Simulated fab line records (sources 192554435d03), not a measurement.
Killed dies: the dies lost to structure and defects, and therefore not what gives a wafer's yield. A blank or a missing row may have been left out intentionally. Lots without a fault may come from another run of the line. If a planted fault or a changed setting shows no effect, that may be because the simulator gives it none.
Matching of chambers | flow n5Finfet | N5_DUMMY_REMOVAL_HM_STRIP_01 on rieDiel-01 has 4 sister chambers
The step strips SiNx in CH3F/O2, stops on poly-Si, target depth 4 nm, time 6.8 s. 4 wafers are shown with their chamber, then 7 later ones without.

## WAFERS PAIRED WITH THEIR CHAMBERS
wafer  | chamber | drypumpMotorCurrentA (A)
L087.2 | 1       | 5.8
L087.3 | 3       | 4.7
L088.1 | 2       | 5.0
L088.4 | 0       | 5.8

## WAFERS WITHOUT THEIR CHAMBER
wafer  | drypumpMotorCurrentA (A)
L088.5 | 5.0
L089.1 | 4.9
L089.3 | 5.8
L089.6 | 5.8
L094.1 | 5.8
L094.4 | 4.6
L094.6 | 4.7

## CHAMBER TAKEN BY EACH
wafer  | from the rows above     | in truth
L088.5 | 2                       | 2
L089.1 | can't be placed: 2 or 3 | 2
L089.3 | can't be placed: 0 or 1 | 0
L089.6 | can't be placed: 0 or 1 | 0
L094.1 | can't be placed: 0 or 1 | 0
L094.4 | 3                       | 3
L094.6 | 3                       | 3
Placed correctly: 3 of 7. Cannot be placed on the basis of these rows: 4; the candidates contain the true chamber in 4. 0 placed wrongly.
How it was worked out, from the rows above alone: a wafer's distance from a chamber is the root of the sum, over the readings, of the square of ((its reading less the chamber's mean) divided by the reading's scatter). If the next closest chamber is less than 2 further off than the closest, the wafer can't be placed; otherwise it belongs to the closest. Each chamber's mean is taken over the wafers shown for it. The scatter: root of mean squared gap, hidden wafer to nearest shown wafer, with one shown wafer a chamber.
